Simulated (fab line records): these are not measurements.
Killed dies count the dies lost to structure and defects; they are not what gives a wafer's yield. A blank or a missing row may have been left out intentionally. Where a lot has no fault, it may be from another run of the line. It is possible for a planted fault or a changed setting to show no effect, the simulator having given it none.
fab line records | flow nandHarc
record: lots: 7 | wafers: 21 | lastDay: 33
route steps=1302 shown A_CHANNEL_HOLE_D2@606 A_CHANNEL_FILL_D2@610
lots that met no fault: taken from a fault-free run of the same line
startH: start of the lot's first displayed wafer, in hours after the record's first day | waitH: hours since the lot's step before | " identical to the entry in the row above | L1.1+2: several wafers, shown together as one row | - no value, or no start given | * or withheld: withheld | < > ~ a bound
route shown NAME@n: a module of which the file shows steps, and the number in the route of the first | usual: mean/standard deviation taken from wafers without a fault | same: alike in all rows | chamber/n: place in a boat | sites: readings site by site | _std_site: the standard deviation of these | _edge_site: mean of outer sites minus mean of inner sites | radiusMm: for every site, how far away it sits from the centre of the wafer | mask NAME#n: copy n | behind: tool/chamber where the wafer was last shaped | hold: why the lot went on hold/how many hours it stayed there/how the hold came to an end | device: the n, p or np transistor that did not switch | end of line: tests of these same wafers at the route's end | a step with no rows: only its recipe | killed: at the first sort, the dies lost to defects and structure; wafer yield is something else | map: per-die view of a wafer (x killed, . not killed, _ where there is no die)
set.NAME: the run value of the setting; set.NAME@STEP: its run value at that earlier step | model.NAME: the simulator's own value behind a step, which no gauge read
a table for each step, a row for each wafer; lots at some steps of the route
services: from which hour (startH, from the record's first day; less than 0 if before it) a tool's chamber was out of use, for how many hours, and why
== steps ==
step: NHARC_A_CHANNEL_HOLE_D2_SRD_30
step: NHARC_A_CHANNEL_HOLE_D2_CD_MEAS_31
usual: cdNm: 90.1/1.6
lot.wafer | tool     | chamber | startH | waitH | cdNm
L981.3    | cdSem-03 | -       | 341.14 | -     | 88.0
L981.4    | "        | -       | "      | "     | 88.9
L981.5    | "        | -       | "      | "     | 88.7
L986.2    | cdSem-01 | -       | 408.29 | -     | 90.1
L986.4    | "        | -       | "      | "     | 90.8
L986.6    | "        | -       | "      | "     | 90.9
L988.3    | cdSem-03 | -       | 416.61 | -     | 91.3
L988.4    | "        | -       | "      | "     | 89.6
L988.5    | "        | -       | "      | "     | 89.3
L992.1    | cdSem-01 | -       | 463.80 | 0.1   | 89.0
L992.3    | "        | -       | "      | "     | 87.6
L992.4    | "        | -       | "      | "     | 89.2
L997.3    | cdSem-02 | -       | 509.89 | -     | 93.8
L997.4    | "        | -       | "      | "     | 89.2
L997.6    | "        | -       | "      | "     | 87.7
L998.1    | cdSem-02 | -       | 525.54 | -     | 92.8
L998.2    | "        | -       | "      | "     | 91.2
L998.4    | "        | -       | "      | "     | 92.1
L999.4    | cdSem-02 | -       | 526.24 | 0.1   | 91.7
L999.5    | "        | -       | "      | "     | 90.3
L999.6    | "        | -       | "      | "     | 92.2
step: NHARC_A_CHANNEL_HOLE_D2_XSEM_32
recipe: landingEnergyEv: 35000
usual: botCdNm: 74.8/1.7 | bowNm: 8.63/0.24 | tiltDeg: 0.07/0.041
lot.wafer | tool    | chamber | startH | waitH | botCdNm | bowNm | tiltDeg
L981.3    | xsem-01 | 0       | 341.23 | 0.1   | 72.7    | 8.85  | 0.09
L981.4    | "       | 0       | "      | "     | 73.1    | 8.76  | 0.09
L981.5    | "       | 0       | "      | "     | 74.0    | 8.86  | 0.09
L986.2    | xsem-02 | 0       | 408.38 | 0.1   | 74.2    | 8.57  | 0.01
L986.4    | "       | 0       | "      | "     | 75.2    | 8.54  | 0.01
L986.6    | "       | 0       | "      | "     | 74.9    | 8.58  | 0.01
L988.3    | xsem-02 | 0       | 416.70 | 0.1   | 76.1    | 8.96  | 0.04
L988.4    | "       | 0       | "      | "     | 74.0    | 8.97  | 0.04
L988.5    | "       | 0       | "      | "     | 73.6    | 8.94  | 0.04
L992.1    | xsem-02 | 0       | 463.89 | 0.1   | 74.1    | 8.76  | 0.06
L992.3    | "       | 0       | "      | "     | 72.8    | 8.80  | 0.06
L992.4    | "       | 0       | "      | "     | 74.4    | 8.84  | 0.06
L997.3    | xsem-01 | 0       | 509.97 | 0.1   | 78.5    | 8.95  | 0.02
L997.4    | "       | 0       | "      | "     | 73.5    | 8.85  | 0.02
L997.6    | "       | 0       | "      | "     | 72.4    | 8.91  | 0.02
L998.1    | xsem-01 | 0       | 525.62 | 0.1   | 78.8    | 8.66  | -0.02
L998.2    | "       | 0       | "      | "     | 75.8    | 8.77  | -0.02
L998.4    | "       | 0       | "      | "     | 76.2    | 8.72  | -0.02
L999.4    | xsem-02 | 0       | 526.33 | 0.1   | 76.0    | 8.42  | 0.10
L999.5    | "       | 0       | "      | "     | 74.8    | 8.45  | 0.10
L999.6    | "       | 0       | "      | "     | 77.1    | 8.51  | 0.10
step: NHARC_A_CHANNEL_HOLE_D2_INSPECT_40
usual: rawDefectCount: 278/75
lot.wafer | tool             | chamber | startH | waitH | rawDefectCount
L981.3    | defectInspect-02 | -       | 341.32 | -     | 348
L981.4    | "                | -       | "      | "     | 223
L981.5    | "                | -       | "      | "     | 213
L986.2    | defectInspect-01 | -       | 408.47 | -     | 235
L986.4    | "                | -       | "      | "     | 192
L986.6    | "                | -       | "      | "     | 239
L988.3    | defectInspect-01 | -       | 416.80 | -     | 370
L988.4    | "                | -       | "      | "     | 215
L988.5    | "                | -       | "      | "     | 335
L992.1    | defectInspect-01 | -       | 463.99 | -     | 283
L992.3    | "                | -       | "      | "     | 300
L992.4    | "                | -       | "      | "     | 360
L997.3    | defectInspect-02 | -       | 510.06 | -     | 365
L997.4    | "                | -       | "      | "     | 216
L997.6    | "                | -       | "      | "     | 364
L998.1    | defectInspect-01 | -       | 525.72 | -     | 343
L998.2    | "                | -       | "      | "     | 330
L998.4    | "                | -       | "      | "     | 228
L999.4    | defectInspect-02 | -       | 526.42 | -     | 233
L999.5    | "                | -       | "      | "     | 250
L999.6    | "                | -       | "      | "     | 255
step: NHARC_A_CHANNEL_FILL_D2_PRECLEAN_00
recipe: timeS: * | tempC: 50 | bathAgeMin: 0 | chemistry: SC1
step: NHARC_A_CHANNEL_FILL_D2_SRD_01
step: NHARC_A_CHANNEL_FILL_D2_ALD_02
recipe: targetThkA: 60 | pulseTimeS: 10 | aldCycles: 60 | tempC: 300 | material: SiO2
step: NHARC_A_CHANNEL_FILL_D2_ALD_03
recipe: targetThkA: 60 | pulseTimeS: 60 | aldCycles: 58 | tempC: 630 | pressureTorr: 2 | material: SiNx
usual: precursorPulseHeightRel: 1.000/0.02
lot.wafer | tool           | chamber | startH | waitH | precursorPulseHeightRel
L981.3    | aldSinBatch-01 | 0       | -      | -     | 1.026
L981.4    | "              | 0       | "      | "     | 0.989
L981.5    | "              | 0       | "      | "     | 1.007
L986.2    | aldSinBatch-01 | 0       | -      | -     | 0.980
L986.4    | "              | 0       | "      | "     | 1.000
L986.6    | "              | 0       | "      | "     | 1.010
L988.3    | aldSinBatch-03 | 0       | -      | -     | 1.006
L988.4    | "              | 0       | "      | "     | 1.008
L988.5    | "              | 0       | "      | "     | 1.016
L992.1    | aldSinBatch-03 | 0       | -      | -     | 0.981
L992.3    | "              | 0       | "      | "     | 1.018
L992.4    | "              | 0       | "      | "     | 0.988
L997.3    | aldSinBatch-01 | 0       | -      | -     | 1.012
L997.4    | "              | 0       | "      | "     | 1.003
L997.6    | "              | 0       | "      | "     | 1.012
L998.1    | aldSinBatch-03 | 0       | -      | -     | 1.028
L998.2    | "              | 0       | "      | "     | 1.021
L998.4    | "              | 0       | "      | "     | 1.012
L999.4    | aldSinBatch-03 | 0       | -      | -     | 0.987
L999.5    | "              | 0       | "      | "     | 1.007
L999.6    | "              | 0       | "      | "     | 1.038
step: NHARC_A_CHANNEL_FILL_D2_ALD_14
recipe: targetThkA: 25 | pulseTimeS: 10 | aldCycles: 25 | tempC: 300 | material: SiO2
usual: heaterPowerW: 445/41 | precursorPulseHeightRel: 1.003/0.021
lot.wafer | tool     | chamber | startH | waitH | heaterPowerW | precursorPulseHeightRel
L981.4    | aldHk-04 | 1       | 350.90 | 0.0   | 457          | 0.997
L981.3    | "        | 3       | "      | "     | 542          | 1.005
L981.5    | "        | 1       | "      | "     | 465          | 1.062
L986.2    | aldHk-02 | 2       | 415.83 | 0.0   | 411          | 1.010
L986.4    | "        | 0       | "      | "     | 416          | 1.006
L986.6    | "        | 2       | "      | "     | 413          | 1.015
L988.3    | aldHk-04 | 0       | 423.96 | 0.1   | 406          | 0.993
L988.4    | "        | 1       | "      | "     | 469          | 1.001
L988.5    | "        | 3       | "      | "     | 537          | 0.999
L992.1    | aldHk-04 | 0       | 471.18 | 0.0   | 383          | 0.996
L992.3    | "        | 1       | "      | "     | 442          | 0.990
L992.4    | "        | 2       | "      | "     | 448          | 1.024
L997.3    | aldHk-03 | 0       | 517.34 | 0.1   | 480          | 0.970
L997.4    | "        | 2       | "      | "     | 393          | 0.968
L997.6    | "        | 3       | "      | "     | 457          | 0.995
L998.4    | aldHk-04 | 3       | 532.93 | 0.0   | 507          | 1.006
L998.1    | "        | 0       | "      | "     | 380          | 0.999
L998.2    | "        | 2       | "      | "     | 443          | 1.007
L999.4    | aldHk-04 | 2       | 533.19 | 0.3   | 453          | 1.004
L999.6    | "        | 1       | "      | "     | 452          | 0.976
L999.5    | "        | 2       | "      | "     | 464          | 1.005
step: NHARC_A_CHANNEL_FILL_D2_ALD_15
recipe: targetThkA: 20 | pulseTimeS: 60 | aldCycles: 19 | tempC: 630 | pressureTorr: 2 | material: SiNx
usual: precursorPulseHeightRel: 1.003/0.019
lot.wafer | tool           | chamber | startH | waitH | precursorPulseHeightRel
L981.3    | aldSinBatch-01 | 0       | -      | -     | 0.996
L981.4    | "              | 0       | "      | "     | 0.974
L981.5    | "              | 0       | "      | "     | 0.995
L986.2    | aldSinBatch-02 | 0       | -      | -     | 0.993
L986.4    | "              | 0       | "      | "     | 0.977
L986.6    | "              | 0       | "      | "     | 1.015
L988.3    | aldSinBatch-02 | 0       | -      | -     | 1.007
L988.4    | "              | 0       | "      | "     | 1.012
L988.5    | "              | 0       | "      | "     | 0.993
L992.1    | aldSinBatch-03 | 0       | -      | -     | 1.044
L992.3    | "              | 0       | "      | "     | 0.991
L992.4    | "              | 0       | "      | "     | 1.022
L997.3    | aldSinBatch-02 | 0       | -      | -     | 0.983
L997.4    | "              | 0       | "      | "     | 0.982
L997.6    | "              | 0       | "      | "     | 1.018
L998.1    | aldSinBatch-03 | 0       | -      | -     | 0.993
L998.2    | "              | 0       | "      | "     | 0.997
L998.4    | "              | 0       | "      | "     | 1.020
L999.4    | aldSinBatch-03 | 0       | -      | -     | 1.019
L999.5    | "              | 0       | "      | "     | 1.019
L999.6    | "              | 0       | "      | "     | 1.014
step: NHARC_A_CHANNEL_FILL_D2_ALD_16
recipe: targetThkA: 15 | pulseTimeS: 10 | aldCycles: 15 | tempC: 300 | material: SiO2
usual: heaterPowerW: 447/41 | precursorPulseHeightRel: 0.999/0.02
lot.wafer | tool     | chamber | startH | waitH | heaterPowerW | precursorPulseHeightRel
L981.4    | aldHk-04 | 0       | 356.13 | 0.0   | 408          | 0.974
L981.3    | "        | 2       | "      | "     | 447          | 1.010
L981.5    | "        | 1       | "      | "     | 458          | 1.004
L986.2    | aldHk-04 | 1       | 421.01 | 0.1   | 453          | 0.941
L986.4    | "        | 3       | "      | "     | 544          | 0.987
L986.6    | "        | 1       | "      | "     | 446          | 1.024
L988.4    | aldHk-03 | 2       | 429.16 | 0.1   | 390          | 1.031
L988.3    | "        | 3       | "      | "     | 452          | 1.021
L988.5    | "        | 1       | "      | "     | 444          | 0.987
L992.4    | aldHk-02 | 0       | 476.34 | 0.0   | 412          | 0.986
L992.1    | "        | 2       | "      | "     | 397          | 1.007
L992.3    | "        | 3       | "      | "     | 436          | 0.982
L997.3    | aldHk-02 | 3       | 522.51 | 0.0   | 443          | 1.011
L997.4    | "        | 0       | "      | "     | 410          | 0.994
L997.6    | "        | 0       | "      | "     | 422          | 0.998
L999.4    | aldHk-04 | 2       | 538.49 | 0.4   | 449          | 1.024
L999.5    | "        | 3       | "      | "     | 507          | 0.973
L999.6    | "        | 0       | "      | "     | 382          | 0.980
L998.4    | aldHk-04 | 1       | 538.57 | 0.5   | 448          | 1.003
L998.2    | "        | 3       | "      | "     | 512          | 0.996
L998.1    | "        | 0       | "      | "     | 383          | 1.014
step: NHARC_A_CHANNEL_FILL_D2_ANNEAL_17
recipe: tempC: 850 | timeS: 1800
step: NHARC_A_CHANNEL_FILL_D2_CVD_18
recipe: targetThkA: 30 | tempC: 550 | material: poly-Si
lot.wafer  | tool         | chamber | startH | waitH
L981.3+4+5 | lpcvdPoly-01 | 0       | 366.14 | -
L986.2+4+6 | lpcvdPoly-01 | 0       | 430.32 | -
L986.2+4+6 | lpcvdPoly-02 | 0       | 432.54 | 0.5
L988.3+4+5 | lpcvdPoly-02 | 0       | 440.39 | -
L988.3+4+5 | lpcvdPoly-01 | 0       | 444.93 | 2.8
L992.1+3+4 | lpcvdPoly-03 | 0       | 486.49 | -
L992.1+3+4 | lpcvdPoly-03 | 0       | 488.74 | 0.5
L997.3+4+6 | lpcvdPoly-01 | 0       | 534.12 | -
L998.1+2+4 | lpcvdPoly-03 | 0       | 548.08 | -
L999.4+5+6 | lpcvdPoly-03 | 0       | 548.08 | -
step: NHARC_A_CHANNEL_FILL_D2_ETCHBACK_19
recipe: targetDepthA: 50 | timeS: 1.7 | hbrFlowSccm: 150 | cl2FlowSccm: 50 | rfW: 400 | icpW: 400 | biasW: 100 | chemistry: HBr/Cl2
== services ==
tool           | chamber | startH | hours | kind
aldHk-02       | -       | 351.21 | 10.0  | pm
aldHk-02       | 0       | 351.21 | 10.0  | ventCycle
aldHk-02       | 1       | 351.21 | 10.0  | ventCycle
aldHk-02       | 2       | 351.21 | 10.0  | ventCycle
aldHk-02       | 3       | 351.21 | 10.0  | ventCycle
aldHk-02       | 0       | 361.21 | -     | clean
aldHk-02       | 1       | 361.21 | -     | clean
aldHk-02       | 2       | 361.21 | -     | clean
aldHk-02       | 3       | 361.21 | -     | clean
xsem-01        | -       | 374.00 | 14.0  | pm
lpcvdPoly-03   | -       | 386.36 | 26.0  | pm
aldHk-03       | -       | 392.68 | 10.0  | pm
aldHk-04       | 1       | 437.55 | 10.0  | ventCycle
aldHk-04       | 2       | 437.55 | 10.0  | ventCycle
aldHk-04       | 0       | 447.55 | -     | clean
aldHk-04       | 1       | 447.55 | -     | clean
aldHk-04       | 2       | 447.55 | -     | clean
aldHk-04       | 3       | 447.55 | -     | clean
aldHk-02       | -       | 467.62 | 0.9   | repair
aldSinBatch-02 | -       | 528.28 | 3.2   | repair
aldHk-02       | -       | 529.21 | 10.0  | pm
aldHk-02       | 0       | 529.21 | 10.0  | ventCycle
aldHk-02       | 1       | 529.21 | 10.0  | ventCycle
aldSinBatch-01 | -       | 538.04 | 26.0  | pm
== key ==
firstSign: step: NHARC_A_CHANNEL_FILL_D2_CVD_18 | reading: visit | direction: added
effect none on later readings
metAt NHARC_A_CHANNEL_FILL_D2_CVD_18
struckWafers L986.2,L986.4,L986.6,L988.3,L988.4,L988.5,L992.1,L992.3,L992.4
laterRowsLeftOut L986.2,L986.4,L986.6,L988.3,L988.4,L988.5,L992.1,L992.3,L992.4
sortLeftOut L986.2,L986.4,L986.6,L988.3,L988.4,L988.5,L992.1,L992.3,L992.4
testerLeftOut L986,L988,L992
fault: kind: repeatedStepWhole | tool: lpcvdPoly-01,lpcvdPoly-02,lpcvdPoly-03 | chamber: - | onsetH: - | steps: NHARC_A_CHANNEL_FILL_D2_CVD_18 | times: 1 | scope: struckLotsOnly
testerLeftOut: of these lots the tester's yield and bins aren't shown, on N5 and GAA mostly nor the transistor test; their killed dies are dies lost to structure and defects alone, not to doping, threshold or leakage, so they don't give the yield
sortLeftOut: the simulated sort isn't trusted on such a fault, so these wafers' sort isn't shown, and their yield isn't known
laterRowsLeftOut: the simulator's readings of these wafers behind a module that went badly wrong aren't trusted and aren't shown, but for the sort
